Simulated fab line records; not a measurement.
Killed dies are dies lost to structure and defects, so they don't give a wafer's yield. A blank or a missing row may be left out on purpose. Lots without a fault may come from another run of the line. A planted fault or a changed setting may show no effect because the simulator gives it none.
fab line records | flow n5_finfet | part 1 of 2: steps 1 to 18 of 24
[record] lots = 5 | wafers = 15 | last_day = 17
route steps=1938 shown HKMG_FIN@421
lots that met no fault: taken from a fault-free run of the same line
start_h: hours from the record's opening day to when the first of the lot's shown wafers began | wait_h: how many hours have passed since the lot's step before this one | " identical to the entry in the row above | L1.1+2: one row covering several wafers at once | - no value, or no start was given | * or withheld: withheld | < > ~ a bound
route shown NAME@n: NAME is a module with steps in the file, n the number in the route of the first one | usual: average and standard deviation across the fault-free wafers | same: alike in all rows | chamber/n: place in a boat | sites: per-site readings | _std_site: their standard deviation | _edge_site: mean of outer sites minus mean of inner sites | radius_mm: for every site, how far away it sits from the centre of the wafer | mask NAME#n: copy n | behind: the tool/chamber that last shaped the wafer | hold: why the lot went on hold/how many hours it stayed there/how the hold came to an end | device: which transistor (n, p or np) failed to switch | end of line: the tests these same wafers got at the end of their route | a step without rows: its recipe alone | killed: count of dies lost to structure and defects at first sort (not the wafer's yield) | map: shows each die of a wafer: x if killed, . if not, _ if none is there
set.NAME: the run value of the setting; set.NAME@STEP: its run value at that earlier step | model.NAME: the simulator's own value behind a step, which no gauge read
a table for each step, a row for each wafer; lots at some steps of the route
services: the hour from which a tool's chamber was out of use, counted from the record's first day as start_h (under 0 if before that day), plus the number of hours and why
[[steps]]
[step N5_HKMG_FIN_PWFM_ALD_03]
[recipe] material = TiN | target_thk_a = 20 | temp_c = 400 | ald_precursor_family = TiCl4 | ald_co_reactant = NH3 | pulse_time_s = 1 | purge_time_s = 3 | co_reactant_purge_time_s = 2 | co_reactant_pulse_time_s = 2 | ald_cycles = 91 | pressure_torr = 3
[usual] heater_power_w = 928/120 | precursor_pulse_height_rel = 1.000/0.02
lot.wafer | tool         | chamber | start_h | wait_h | heater_power_w | precursor_pulse_height_rel | since_wet_clean_h
L076.1    | ald_metal-01 | 0       | 89.40   | 0.0    | 860            | 0.970                      | 4368
L076.3    | "            | 3       | "       | "      | 931            | 0.993                      | 4368
L076.6    | "            | 0       | "       | "      | 865            | 1.027                      | -
L077.1    | ald_metal-04 | 1       | 94.37   | 0.0    | 807            | 1.035                      | 5911
L077.3    | "            | 2       | "       | "      | 748            | 0.994                      | 5911
L077.6    | "            | 0       | "       | "      | 865            | 1.054                      | -
L083.2    | ald_metal-02 | 0       | 129.03  | 0.0    | 1060           | 0.980                      | 1330
L083.4    | "            | 1       | "       | "      | 865            | 0.993                      | 1330
L083.5    | "            | 3       | "       | "      | 1173           | 0.970                      | -
L090.3    | ald_metal-04 | 1       | 170.02  | 0.0    | 827            | 0.993                      | 5987
L090.5    | "            | 3       | "       | "      | 894            | 1.000                      | -
L090.6    | "            | 0       | "       | "      | 849            | 0.987                      | -
L093.2    | ald_metal-02 | 1       | 188.87  | 0.0    | 879            | 0.983                      | 1390
L093.4    | "            | 0       | "       | "      | 1025           | 0.988                      | 1390
L093.5    | "            | 3       | "       | "      | 1188           | 0.976                      | -
[step N5_HKMG_FIN_COAT_29]
[recipe] resist = SOC | temp_c = 250 | time_s = 60 | spin_rpm = 1500 | resist_thk_nm = 300
[usual] dispense_pressure_kPa = 48.6/0.54 | heater_power_total_W = 500.7/1.8 | resist_line_temp_C = 22.99/0.11
lot.wafer | tool           | chamber | start_h | wait_h | dispense_pressure_kPa | heater_power_total_W | resist_line_temp_C
L076.1    | litho_track-05 | 0       | 89.87   | 0.2    | 48.0                  | 498.3                | 23.06
L076.3    | "              | 0       | "       | "      | 48.0                  | 501.0                | 23.09
L076.6    | "              | 0       | "       | "      | 48.0                  | 498.7                | 22.98
L077.1    | litho_track-05 | 0       | 94.84   | 0.2    | 48.0                  | 503.3                | 22.95
L077.3    | "              | 0       | "       | "      | 48.1                  | 497.7                | 22.85
L077.6    | "              | 0       | "       | "      | 48.0                  | 498.0                | 22.98
L083.2    | litho_track-05 | 0       | 129.50  | 0.2    | 48.0                  | 503.0                | 23.10
L083.4    | "              | 0       | "       | "      | 48.1                  | 501.6                | 23.10
L083.5    | "              | 0       | "       | "      | 48.0                  | 501.5                | 23.10
L090.3    | litho_track-05 | 0       | 170.49  | 0.2    | 48.0                  | 497.7                | 22.92
L090.5    | "              | 0       | "       | "      | 48.0                  | 499.8                | 22.91
L090.6    | "              | 0       | "       | "      | 48.1                  | 500.6                | 22.87
L093.2    | litho_track-05 | 0       | 189.34  | 0.2    | 48.0                  | 501.6                | 23.10
L093.4    | "              | 0       | "       | "      | 48.0                  | 501.9                | 22.93
L093.5    | "              | 0       | "       | "      | 48.1                  | 501.8                | 22.94
[step N5_HKMG_FIN_COAT_30]
[recipe] resist = SiARC | temp_c = 220 | time_s = 60 | spin_rpm = 1500 | resist_thk_nm = 35
[usual] dispense_pressure_kPa = 48.6/0.51 | heater_power_total_W = 427.4/2.2 | resist_line_temp_C = 23.01/0.11
lot.wafer | tool           | chamber | start_h | wait_h | dispense_pressure_kPa | heater_power_total_W | resist_line_temp_C
L076.1    | litho_track-05 | 0       | -       | -      | 48.1                  | 425.9                | 22.94
L076.3    | "              | 0       | "       | "      | 48.0                  | 429.1                | 23.19
L076.6    | "              | 0       | "       | "      | 48.1                  | 429.1                | 23.02
L077.1    | litho_track-05 | 0       | -       | -      | 48.1                  | 430.1                | 23.00
L077.3    | "              | 0       | "       | "      | 48.1                  | 429.5                | 23.01
L077.6    | "              | 0       | "       | "      | 48.1                  | 426.5                | 23.13
L083.2    | litho_track-05 | 0       | -       | -      | 48.1                  | 424.8                | 22.92
L083.4    | "              | 0       | "       | "      | 48.1                  | 424.1                | 23.09
L083.5    | "              | 0       | "       | "      | 48.1                  | 429.8                | 22.88
L090.3    | litho_track-05 | 0       | -       | -      | 48.1                  | 428.6                | 23.06
L090.5    | "              | 0       | "       | "      | 48.1                  | 426.3                | 22.93
L090.6    | "              | 0       | "       | "      | 48.1                  | 426.4                | 23.12
L093.2    | litho_track-05 | 0       | -       | -      | 48.0                  | 427.1                | 23.13
L093.4    | "              | 0       | "       | "      | 48.0                  | 424.8                | 23.13
L093.5    | "              | 0       | "       | "      | 48.0                  | 429.4                | 23.11
[step N5_HKMG_FIN_COAT_06]
[recipe] resist = CAR-ArF | spin_rpm = 1500 | resist_thk_nm = 90
[usual] dispense_pressure_kPa = 48.5/0.53 | resist_line_temp_C = 22.97/0.096
lot.wafer | tool           | chamber | start_h | wait_h | dispense_pressure_kPa | resist_line_temp_C
L076.1    | litho_track-05 | 0       | -       | -      | 48.0                  | 22.90
L076.3    | "              | 0       | "       | "      | 48.0                  | 22.87
L076.6    | "              | 0       | "       | "      | 48.0                  | 22.97
L077.1    | litho_track-05 | 0       | -       | -      | 48.0                  | 23.06
L077.3    | "              | 0       | "       | "      | 48.0                  | 22.86
L077.6    | "              | 0       | "       | "      | 48.0                  | 23.00
L083.2    | litho_track-05 | 0       | -       | -      | 48.0                  | 23.03
L083.4    | "              | 0       | "       | "      | 48.0                  | 22.90
L083.5    | "              | 0       | "       | "      | 48.0                  | 22.97
L090.3    | litho_track-05 | 0       | -       | -      | 48.0                  | 22.91
L090.5    | "              | 0       | "       | "      | 48.0                  | 22.95
L090.6    | "              | 0       | "       | "      | 48.0                  | 22.86
L093.2    | litho_track-05 | 0       | -       | -      | 47.9                  | 22.95
L093.4    | "              | 0       | "       | "      | 48.0                  | 23.03
L093.5    | "              | 0       | "       | "      | 48.0                  | 22.99
[step N5_HKMG_FIN_EBR_08]
[recipe] solvent = PGMEA | ebr_width_mm = 1.5
[usual] resist_line_temp_C = 23.01/0.098
lot.wafer | tool           | chamber | start_h | wait_h | resist_line_temp_C
L076.1    | litho_track-05 | 0       | -       | -      | 22.82
L076.3    | "              | 0       | "       | "      | 22.94
L076.6    | "              | 0       | "       | "      | 22.97
L077.1    | litho_track-05 | 0       | -       | -      | 23.02
L077.3    | "              | 0       | "       | "      | 23.04
L077.6    | "              | 0       | "       | "      | 23.13
L083.2    | litho_track-05 | 0       | -       | -      | 22.96
L083.4    | "              | 0       | "       | "      | 22.95
L083.5    | "              | 0       | "       | "      | 23.05
L090.3    | litho_track-05 | 0       | -       | -      | 23.16
L090.5    | "              | 0       | "       | "      | 23.12
L090.6    | "              | 0       | "       | "      | 23.18
L093.2    | litho_track-05 | 0       | -       | -      | 22.93
L093.4    | "              | 0       | "       | "      | 23.00
L093.5    | "              | 0       | "       | "      | 23.04
[step N5_HKMG_FIN_SOFTBAKE_07]
[recipe] temp_c = 110 | time_s = 60 | resist = CAR-ArF
[usual] heater_power_total_W = 175.4/1.6 | resist_line_temp_C = 23.04/0.1
lot.wafer | tool           | chamber | start_h | wait_h | heater_power_total_W | resist_line_temp_C
L076.1    | litho_track-05 | 0       | -       | -      | 177.5                | 23.00
L076.3    | "              | 0       | "       | "      | 177.6                | 23.14
L076.6    | "              | 0       | "       | "      | 176.4                | 23.04
L077.1    | litho_track-05 | 0       | -       | -      | 173.6                | 22.93
L077.3    | "              | 0       | "       | "      | 177.2                | 22.87
L077.6    | "              | 0       | "       | "      | 176.3                | 22.88
L083.2    | litho_track-05 | 0       | -       | -      | 177.5                | 23.07
L083.4    | "              | 0       | "       | "      | 173.2                | 22.96
L083.5    | "              | 0       | "       | "      | 172.9                | 22.88
L090.3    | litho_track-05 | 0       | -       | -      | 177.5                | 23.01
L090.5    | "              | 0       | "       | "      | 172.9                | 23.04
L090.6    | "              | 0       | "       | "      | 176.2                | 23.16
L093.2    | litho_track-05 | 0       | -       | -      | 173.2                | 23.06
L093.4    | "              | 0       | "       | "      | 175.3                | 22.98
L093.5    | "              | 0       | "       | "      | 173.4                | 23.16
[step N5_HKMG_FIN_EXPOSE_09]
[recipe] mask_id = NWFM | na = 1.35 | source_shape = conventional | sigma_outer = 0.8 | polarization = unpolarized | dose_mj = 39.25
lot.wafer  | tool            | chamber | start_h | wait_h | mask
L076.1+3+6 | arfi_scanner-01 | 0       | 90.11   | -      | NWFM#0
L077.1+3+6 | arfi_scanner-03 | 0       | 95.09   | -      | NWFM#0
L083.2+4+5 | arfi_scanner-01 | 0       | 129.62  | -      | NWFM#0
L090.3+5+6 | arfi_scanner-02 | 0       | 170.74  | -      | NWFM#0
L093.2+4+5 | arfi_scanner-01 | 0       | 189.59  | -      | NWFM#0
[step N5_HKMG_FIN_PEB_10]
[recipe] peb_temp_c = withheld | peb_time_s = 60 | resist = CAR-ArF
[usual] resist_line_temp_C = 22.99/0.1
lot.wafer | tool           | chamber | start_h | wait_h | resist_line_temp_C
L076.1    | litho_track-05 | 0       | 90.17   | 0.1    | 22.99
L076.3    | "              | 0       | "       | "      | 22.87
L076.6    | "              | 0       | "       | "      | 22.86
L077.1    | litho_track-04 | 0       | 95.14   | 0.1    | 23.00
L077.3    | "              | 0       | "       | "      | 22.83
L077.6    | "              | 0       | "       | "      | 22.82
L083.2    | litho_track-01 | 0       | 129.67  | 0.0    | 23.14
L083.4    | "              | 0       | "       | "      | 23.05
L083.5    | "              | 0       | "       | "      | 23.02
L090.3    | litho_track-04 | 0       | 170.79  | 0.0    | 22.68
L090.5    | "              | 0       | "       | "      | 23.03
L090.6    | "              | 0       | "       | "      | 22.95
L093.2    | litho_track-05 | 0       | 189.64  | 0.0    | 22.99
L093.4    | "              | 0       | "       | "      | 22.92
L093.5    | "              | 0       | "       | "      | 22.96
[step N5_HKMG_FIN_DEVELOP_11]
[recipe] develop_time_s = 30 | developer = TMAH | resist = CAR-ArF | dev_temp_c = 23 | rinse_liquid = diw | dry = air_spin
[usual] resist_line_temp_C = 22.97/0.1
lot.wafer | tool           | chamber | start_h | wait_h | resist_line_temp_C
L076.1    | litho_track-05 | 0       | -       | -      | 22.88
L076.3    | "              | 0       | "       | "      | 22.99
L076.6    | "              | 0       | "       | "      | 22.90
L077.1    | litho_track-04 | 0       | -       | -      | 22.97
L077.3    | "              | 0       | "       | "      | 22.96
L077.6    | "              | 0       | "       | "      | 22.82
L083.2    | litho_track-01 | 0       | -       | -      | 22.85
L083.4    | "              | 0       | "       | "      | 22.84
L083.5    | "              | 0       | "       | "      | 22.78
L090.3    | litho_track-04 | 0       | -       | -      | 23.13
L090.5    | "              | 0       | "       | "      | 23.09
L090.6    | "              | 0       | "       | "      | 23.11
L093.2    | litho_track-05 | 0       | -       | -      | 22.76
L093.4    | "              | 0       | "       | "      | 23.03
L093.5    | "              | 0       | "       | "      | 22.93
[step N5_HKMG_FIN_CD_MEAS_12]
[recipe] target_cd_nm = 92.8 | landing_energy_ev = 500 | detector = se_inlens
[usual] cd_nm = 92.7/0.45
lot.wafer | tool      | chamber | start_h | wait_h | cd_nm
L076.1    | cd_sem-03 | 0       | 90.24   | -      | 92.7
L076.3    | "         | 0       | "       | "      | 93.0
L076.6    | "         | 0       | "       | "      | 92.6
L077.1    | cd_sem-03 | 0       | 95.21   | -      | 94.3
L077.3    | "         | 0       | "       | "      | 93.0
L077.6    | "         | 0       | "       | "      | 92.7
L083.2    | cd_sem-03 | 0       | 129.74  | -      | 92.5
L083.4    | "         | 0       | "       | "      | 92.1
L083.5    | "         | 0       | "       | "      | 93.1
L090.3    | cd_sem-02 | 0       | 170.86  | -      | 92.5
L090.5    | "         | 0       | "       | "      | 92.5
L090.6    | "         | 0       | "       | "      | 92.4
L093.2    | cd_sem-03 | 0       | 189.70  | -      | 93.0
L093.4    | "         | 0       | "       | "      | 92.8
L093.5    | "         | 0       | "       | "      | 92.5
[step N5_HKMG_FIN_OVL_MEAS_13]
[recipe] points_per_wafer = 44
[usual] NWFM_OVL = -0.3/0.8
[same] points_per_wafer = 44
lot.wafer | tool       | chamber | start_h | wait_h | NWFM_OVL[nm]
L076.1    | overlay-01 | 0       | 90.27   | 0.0    | -1.6
L076.3    | "          | 0       | "       | "      | -0.9
L076.6    | "          | 0       | "       | "      | -0.9
L077.1    | overlay-01 | 0       | 95.24   | 0.0    | 0.7
L077.3    | "          | 0       | "       | "      | 1.1
L077.6    | "          | 0       | "       | "      | -1.6
L083.2    | overlay-01 | 0       | 129.77  | 0.0    | 0.8
L083.4    | "          | 0       | "       | "      | 0.4
L083.5    | "          | 0       | "       | "      | -0.5
L090.3    | overlay-02 | 0       | 170.89  | 0.0    | -1.4
L090.5    | "          | 0       | "       | "      | 0.2
L090.6    | "          | 0       | "       | "      | -1.5
L093.2    | overlay-01 | 0       | 189.73  | 0.0    | -1.8
L093.4    | "          | 0       | "       | "      | -0.8
L093.5    | "          | 0       | "       | "      | -1.0
[step N5_HKMG_FIN_INSPECT_14]
[recipe] mode = adi | inspect_instrument = macro
[usual] raw_defect_count = 2.2/1.5
lot.wafer | tool              | chamber | start_h | wait_h | raw_defect_count
L076.1    | defect_inspect-02 | -       | 90.29   | 0.0    | 2
L076.3    | "                 | -       | "       | "      | 0
L076.6    | "                 | -       | "       | "      | 3
L077.1    | defect_inspect-01 | -       | 95.27   | 0.0    | 0
L077.3    | "                 | -       | "       | "      | 1
L077.6    | "                 | -       | "       | "      | 2
L083.2    | defect_inspect-01 | -       | 129.79  | 0.0    | 1
L083.4    | "                 | -       | "       | "      | 1
L083.5    | "                 | -       | "       | "      | 2
L090.3    | defect_inspect-02 | -       | 170.91  | 0.0    | 2
L090.5    | "                 | -       | "       | "      | 4
L090.6    | "                 | -       | "       | "      | 2
L093.2    | defect_inspect-01 | -       | 189.76  | 0.0    | 3
L093.4    | "                 | -       | "       | "      | 3
L093.5    | "                 | -       | "       | "      | 2
[step N5_HKMG_FIN_DESCUM_17]
[recipe] chemistry = O2 | time_s = 7.9 | source_power_w = 50 | bias_power_w = 20 | pressure_mtorr = 20 | rf_frequency_hz = 2.712e+07 | temp_c = 40 | resist = CAR-ArF | o2_flow_sccm = 225
[usual] drypump_motor_current_A = 5.7/0.34 | o2_flow_sccm = 225.0/0.62 | oes_product_au = 0.79/0.099 | rf_vpp_V = 243.1/1.4 | showerhead_plenum_p_Torr = 2.09/0.073 | throttle_valve_pct = 20.34/0.22
lot.wafer | tool        | chamber | start_h | wait_h | drypump_motor_current_A | o2_flow_sccm | oes_product_au | rf_hours_counter_h | rf_vpp_V | showerhead_plenum_p_Torr | throttle_valve_pct
L076.1    | rie_diel-01 | 2       | 90.32   | 0.0    | 5.7                     | 225.7        | 0.93           | 17                 | 242.7    | 2.07                     | 20.00
L076.3    | "           | 0       | "       | "      | 5.2                     | 224.6        | 0.67           | 240                | 242.4    | 2.06                     | 20.64
L076.6    | "           | 3       | "       | "      | 6.4                     | 224.2        | 0.69           | -                  | 241.6    | 2.06                     | 20.47
L077.1    | rie_diel-01 | 1       | 95.68   | 0.4    | 5.6                     | 224.6        | 0.71           | 192                | 243.5    | 2.09                     | 20.89
L077.3    | "           | 0       | "       | "      | 5.2                     | 224.3        | 0.66           | 242                | 242.0    | 2.06                     | 20.66
L077.6    | "           | 0       | "       | "      | 5.2                     | 224.2        | 0.67           | -                  | 242.9    | 2.06                     | 20.64
L083.2    | rie_diel-01 | 2       | 129.83  | 0.0    | 5.8                     | 225.4        | 0.91           | 32                 | 241.7    | 2.06                     | 20.03
L083.4    | "           | 2       | "       | "      | 5.7                     | 225.6        | 0.90           | -                  | 242.8    | 2.06                     | 20.02
L083.5    | "           | 1       | "       | "      | 5.5                     | 224.3        | 0.71           | -                  | 243.5    | 2.08                     | 20.91
L090.3    | rie_diel-02 | 3       | 170.95  | 0.0    | 5.2                     | 224.1        | 0.73           | 183                | 245.0    | 2.17                     | 20.28
L090.5    | "           | 1       | "       | "      | 5.8                     | 223.7        | 0.91           | -                  | 244.1    | 2.05                     | 20.17
L090.6    | "           | 0       | "       | "      | 5.9                     | 224.5        | 0.72           | -                  | 246.0    | 2.18                     | 20.25
L093.2    | rie_diel-01 | 2       | 190.05  | 0.3    | 5.8                     | 225.4        | 0.85           | 59                 | 243.3    | 2.05                     | 20.07
L093.4    | "           | 0       | "       | "      | 5.2                     | 225.4        | 1.00           | 1                  | 240.3    | 2.05                     | 20.26
L093.5    | "           | 0       | "       | "      | 5.2                     | 225.1        | 0.99           | -                  | 243.5    | 2.05                     | 20.26
[step N5_HKMG_FIN_ETCH_31]
[recipe] chemistry = CF4 | target = SiARC | target_depth_a = 455 | mask_material = CAR-ArF | time_s = 75.8 | ion_energy_ev = 80 | pressure_mtorr = 40 | source_w = 545 | bias_w = 36 | Ar_flow_sccm = 100 | cf4_flow_sccm = 100 | ends = cleared
[usual] drypump_motor_current_A = 5.7/0.34 | etch_rf_on_time_s = 75.3/1.2 | oes_product_au = 0.67/0.085 | rf_vpp_V = 184.0/1.1 | showerhead_plenum_p_Torr = 2.14/0.068 | throttle_valve_pct = 15.52/0.24
lot.wafer | tool        | chamber | start_h | wait_h | drypump_motor_current_A | etch_rf_on_time_s | oes_product_au | rf_hours_counter_h | rf_vpp_V | showerhead_plenum_p_Torr | throttle_valve_pct
L076.1    | rie_diel-01 | 2       | 90.36   | 0.0    | 5.7                     | 75.9              | 0.79           | 17                 | 182.9    | 2.10                     | 15.09
L076.3    | "           | 0       | "       | "      | 5.2                     | 75.3              | 0.57           | 240                | 182.1    | 2.11                     | 15.87
L076.6    | "           | 3       | "       | "      | 6.4                     | 77.2              | 0.59           | -                  | 183.6    | 2.11                     | 15.76
L077.1    | rie_diel-01 | 1       | 95.71   | 0.0    | 5.6                     | 76.9              | 0.61           | 192                | 184.7    | 2.13                     | 16.01
L077.3    | "           | 0       | "       | "      | 5.2                     | 76.0              | 0.57           | 242                | 183.6    | 2.11                     | 15.88
L077.6    | "           | 0       | "       | "      | 5.1                     | 76.4              | 0.58           | -                  | 184.1    | 2.11                     | 15.89
L083.2    | rie_diel-01 | 2       | 129.86  | 0.0    | 5.7                     | 75.3              | 0.77           | 32                 | 184.5    | 2.10                     | 15.12
L083.4    | "           | 2       | "       | "      | 5.8                     | 75.7              | 0.76           | -                  | 183.6    | 2.10                     | 15.12
L083.5    | "           | 1       | "       | "      | 5.5                     | 77.6              | 0.60           | -                  | 183.9    | 2.12                     | 16.05
L090.3    | rie_diel-02 | 3       | 170.98  | 0.0    | 5.2                     | 75.8              | 0.63           | 183                | 183.9    | 2.21                     | 15.51
L090.5    | "           | 1       | "       | "      | 5.8                     | 77.3              | 0.78           | -                  | 184.6    | 2.10                     | 15.32
L090.6    | "           | 0       | "       | "      | 5.9                     | 75.8              | 0.61           | -                  | 183.8    | 2.21                     | 15.40
L093.2    | rie_diel-01 | 2       | 190.08  | 0.0    | 5.8                     | 76.4              | 0.73           | 59                 | 183.7    | 2.09                     | 15.18
L093.4    | "           | 0       | "       | "      | 5.2                     | 75.0              | 0.86           | 1                  | 183.2    | 2.10                     | 15.38
L093.5    | "           | 0       | "       | "      | 5.2                     | 75.3              | 0.85           | -                  | 184.1    | 2.10                     | 15.38
[step N5_HKMG_FIN_ETCH_32]
[recipe] chemistry = N2/H2 | target = SOC | target_depth_a = 2400 | temp_c = 40 | time_s = 300 | ion_energy_ev = 200 | mask_material = SiARC | pressure_mtorr = 30 | source_w = 840 | bias_w = 150 | n2_flow_sccm = 200 | h2_flow_sccm = 200
[usual] drypump_motor_current_A = 5.7/0.34 | n2_flow_sccm = 200.0/0.6 | oes_product_au = 0.79/0.099 | rf_vpp_V = 523.7/2.5 | showerhead_plenum_p_Torr = 2.54/0.086 | throttle_valve_pct = 17.77/0.24
lot.wafer | tool        | chamber | start_h | wait_h | drypump_motor_current_A | n2_flow_sccm | oes_product_au | rf_hours_counter_h | rf_vpp_V | showerhead_plenum_p_Torr | throttle_valve_pct
L076.1    | rie_diel-01 | 2       | 90.41   | 0.0    | 5.7                     | 199.7        | 0.92           | 17                 | 522.3    | 2.49                     | 17.38
L076.3    | "           | 0       | "       | "      | 5.2                     | 199.8        | 0.67           | 240                | 520.9    | 2.50                     | 18.11
L076.6    | "           | 3       | "       | "      | 6.4                     | 200.2        | 0.69           | -                  | 522.2    | 2.50                     | 17.87
L077.1    | rie_diel-01 | 1       | 95.77   | 0.0    | 5.5                     | 200.7        | 0.72           | 192                | 523.0    | 2.52                     | 18.18
L077.3    | "           | 0       | "       | "      | 5.2                     | 199.5        | 0.67           | 242                | 523.3    | 2.50                     | 18.12
L077.6    | "           | 0       | "       | "      | 5.2                     | 199.4        | 0.67           | -                  | 522.8    | 2.50                     | 18.12
L083.2    | rie_diel-01 | 2       | 129.92  | 0.0    | 5.8                     | 199.2        | 0.91           | 32                 | 522.7    | 2.49                     | 17.40
L083.4    | "           | 2       | "       | "      | 5.7                     | 199.5        | 0.91           | -                  | 522.6    | 2.49                     | 17.40
L083.5    | "           | 1       | "       | "      | 5.5                     | 200.3        | 0.71           | -                  | 524.4    | 2.52                     | 18.21
L090.3    | rie_diel-02 | 3       | 171.04  | 0.0    | 5.2                     | 200.3        | 0.73           | 183                | 527.0    | 2.64                     | 17.71
L090.5    | "           | 1       | "       | "      | 5.8                     | 201.0        | 0.92           | -                  | 520.5    | 2.50                     | 17.62
L090.6    | "           | 0       | "       | "      | 5.9                     | 199.9        | 0.72           | -                  | 527.8    | 2.63                     | 17.66
L093.2    | rie_diel-01 | 2       | 190.14  | 0.0    | 5.7                     | 200.7        | 0.86           | 59                 | 522.8    | 2.47                     | 17.45
L093.4    | "           | 0       | "       | "      | 5.2                     | 199.2        | 1.01           | 1                  | 523.5    | 2.49                     | 17.64
L093.5    | "           | 0       | "       | "      | 5.2                     | 200.6        | 1.00           | -                  | 522.2    | 2.49                     | 17.67
[step N5_HKMG_FIN_STRIP_33]
[recipe] chemistry = N2/H2 | temp_c = 40 | n2_flow_sccm = 200 | h2_flow_sccm = 200 | rf_frequency_hz = 6e+07
lot.wafer  | tool        | chamber | start_h | wait_h
L076.1+3+6 | rie_diel-01 | 2,0,3   | 90.60   | 0.1
L077.1+3+6 | rie_diel-01 | 1,0,0   | 95.95   | 0.1
L083.2+4+5 | rie_diel-01 | 2,2,1   | 130.10  | 0.1
L090.3+5+6 | rie_diel-02 | 3,1,0   | 171.22  | 0.1
L093.2+4+5 | rie_diel-01 | 2,0,0   | 190.32  | 0.1
[step N5_HKMG_FIN_STRIP_34]
[recipe] chemistry = CF4 | resist = SiARC | power_w = 300 | bias_power_w = 75 | pressure_mtorr = 50 | cf4_flow_sccm = 150 | rf_frequency_hz = 6e+07
[usual] drypump_motor_current_A = 5.7/0.34 | oes_product_au = 0.77/0.093 | rf_vpp_V = 271.1/1.5 | showerhead_plenum_p_Torr = 1.79/0.054 | throttle_valve_pct = 13.50/0.26
lot.wafer | tool        | chamber | start_h | wait_h | drypump_motor_current_A | oes_product_au | rf_hours_counter_h | rf_vpp_V | showerhead_plenum_p_Torr | throttle_valve_pct
L076.1    | rie_diel-01 | 2       | 90.61   | 0.0    | 5.7                     | 0.92           | 17                 | 269.0    | 1.76                     | 13.06
L076.3    | "           | 0       | "       | "      | 5.2                     | 0.66           | 240                | 271.0    | 1.77                     | 13.88
L076.6    | "           | 3       | "       | "      | 6.4                     | 0.69           | -                  | 270.0    | 1.76                     | 13.75
L077.1    | rie_diel-01 | 1       | 95.96   | 0.0    | 5.5                     | 0.71           | 192                | 270.9    | 1.78                     | 13.98
L077.3    | "           | 0       | "       | "      | 5.2                     | 0.66           | 243                | 270.5    | 1.77                     | 13.88
L077.6    | "           | 0       | "       | "      | 5.1                     | 0.66           | -                  | 270.6    | 1.77                     | 13.88
L083.2    | rie_diel-01 | 2       | 130.11  | 0.0    | 5.7                     | 0.88           | 32                 | 270.3    | 1.76                     | 13.08
L083.4    | "           | 2       | "       | "      | 5.7                     | 0.88           | -                  | 271.2    | 1.76                     | 13.09
L083.5    | "           | 1       | "       | "      | 5.5                     | 0.69           | -                  | 270.6    | 1.78                     | 14.01
L090.3    | rie_diel-02 | 3       | 171.23  | 0.0    | 5.2                     | 0.73           | 183                | 273.4    | 1.85                     | 13.48
L090.5    | "           | 1       | "       | "      | 5.8                     | 0.90           | -                  | 269.2    | 1.76                     | 13.25
L090.6    | "           | 0       | "       | "      | 5.9                     | 0.71           | -                  | 273.2    | 1.85                     | 13.40
L093.2    | rie_diel-01 | 2       | 190.33  | 0.0    | 5.7                     | 0.85           | 59                 | 271.7    | 1.75                     | 13.14
L093.4    | "           | 0       | "       | "      | 5.2                     | 0.98           | 1                  | 269.2    | 1.76                     | 13.34
L093.5    | "           | 0       | "       | "      | 5.2                     | 0.98           | -                  | 270.4    | 1.76                     | 13.32
[step N5_HKMG_FIN_ETCH_35]
[recipe] chemistry = N2/H2 | target = SOC | target_depth_a = 2158 | ion_energy_ev = 65 | bias_w = 5 | source_w = 3000 | time_s = 243.4 | pressure_mtorr = 30 | n2_flow_sccm = 200 | h2_flow_sccm = 200
[usual] drypump_motor_current_A = 5.7/0.34 | n2_flow_sccm = 200.0/0.58 | oes_product_au = 0.79/0.099 | rf_vpp_V = 141.6/0.99 | showerhead_plenum_p_Torr = 2.54/0.086 | throttle_valve_pct = 17.77/0.23
lot.wafer | tool        | chamber | start_h | wait_h | drypump_motor_current_A | n2_flow_sccm | oes_product_au | rf_hours_counter_h | rf_vpp_V | showerhead_plenum_p_Torr | throttle_valve_pct
L076.1    | rie_diel-01 | 2       | 90.63   | 0.0    | 5.7                     | 200.0        | 0.93           | 17                 | 141.5    | 2.49                     | 17.40
L076.3    | "           | 0       | "       | "      | 5.2                     | 199.3        | 0.68           | 240                | 142.5    | 2.50                     | 18.12
L076.6    | "           | 3       | "       | "      | 6.4                     | 199.5        | 0.70           | -                  | 141.6    | 2.50                     | 17.89
L077.1    | rie_diel-01 | 1       | 95.98   | 0.0    | 5.5                     | 200.5        | 0.71           | 192                | 142.8    | 2.52                     | 18.18
L077.3    | "           | 0       | "       | "      | 5.2                     | 200.5        | 0.67           | 243                | 141.5    | 2.50                     | 18.13
L077.6    | "           | 0       | "       | "      | 5.2                     | 199.7        | 0.67           | -                  | 141.9    | 2.50                     | 18.10
L083.2    | rie_diel-01 | 2       | 130.13  | 0.0    | 5.8                     | 201.1        | 0.90           | 32                 | 139.7    | 2.49                     | 17.41
L083.4    | "           | 2       | "       | "      | 5.8                     | 200.7        | 0.89           | -                  | 141.1    | 2.49                     | 17.42
L083.5    | "           | 1       | "       | "      | 5.5                     | 199.4        | 0.69           | -                  | 141.0    | 2.52                     | 18.21
L090.3    | rie_diel-02 | 3       | 171.25  | 0.0    | 5.2                     | 200.9        | 0.74           | 183                | 143.0    | 2.64                     | 17.73
L090.5    | "           | 1       | "       | "      | 5.8                     | 201.8        | 0.91           | -                  | 141.1    | 2.50                     | 17.62
L090.6    | "           | 0       | "       | "      | 5.9                     | 198.9        | 0.72           | -                  | 143.7    | 2.63                     | 17.64
L093.2    | rie_diel-01 | 2       | 190.35  | 0.0    | 5.8                     | 200.6        | 0.85           | 59                 | 142.2    | 2.47                     | 17.46
L093.4    | "           | 0       | "       | "      | 5.2                     | 199.7        | 1.01           | 1                  | 141.6    | 2.49                     | 17.67
L093.5    | "           | 0       | "       | "      | 5.2                     | 199.5        | 1.00           | -                  | 141.5    | 2.49                     | 17.68
